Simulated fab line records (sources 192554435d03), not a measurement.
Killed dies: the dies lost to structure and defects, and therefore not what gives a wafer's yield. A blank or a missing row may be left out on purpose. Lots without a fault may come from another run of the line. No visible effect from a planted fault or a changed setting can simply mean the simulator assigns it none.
Matching of chambers + flow n5 finfet + rie diel-06 running N5_FIN_CUT_DESCUM_13: 4 sister chambers
The step chemistry O2, time 7 s. 4 wafers are shown with their chamber, then 7 later ones without.

WAFERS, EACH WITH ITS CHAMBER
| wafer  | chamber | showerhead plenum p Torr (Torr) |
|--------|---------|---------------------------------|
| L078.2 | 2       | 2.24                            |
| L088.1 | 1       | 2.05                            |
| L095.2 | 3       | 2.18                            |
| L095.3 | 0       | 2.02                            |

WAFERS WITHOUT THEIR CHAMBER
| wafer  | showerhead plenum p Torr (Torr) |
|--------|---------------------------------|
| L095.5 | 2.04                            |
| L096.1 | 2.18                            |
| L096.2 | 2.23                            |
| L096.5 | 2.04                            |
| L097.2 | 2.02                            |
| L097.3 | 2.18                            |
| L097.6 | 2.02                            |

CHAMBER TAKEN BY EACH
| wafer  | from the rows above     | in truth |
|--------|-------------------------|----------|
| L095.5 | can't be placed: 1 or 0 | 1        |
| L096.1 | 3                       | 3        |
| L096.2 | 2                       | 2        |
| L096.5 | can't be placed: 1 or 0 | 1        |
| L097.2 | 0                       | 0        |
| L097.3 | 3                       | 3        |
| L097.6 | 0                       | 0        |
5 of 7 placed correctly. Unplaceable from these rows: 2, with the true chamber sitting among the candidates in 2. Placed wrongly: 0.
How it was worked out, from the rows above alone: a wafer's distance from a chamber is the root of the sum, over the readings, of the square of ((its reading less the chamber's mean) divided by the reading's scatter). If the next closest chamber is less than 2 further off than the closest, the wafer can't be placed; otherwise it belongs to the closest. The mean given for a chamber averages the wafers shown for that chamber. The scatter (one wafer shown for each chamber): square how far every hidden wafer sits from the nearest shown wafer, average those squares and take the square root.
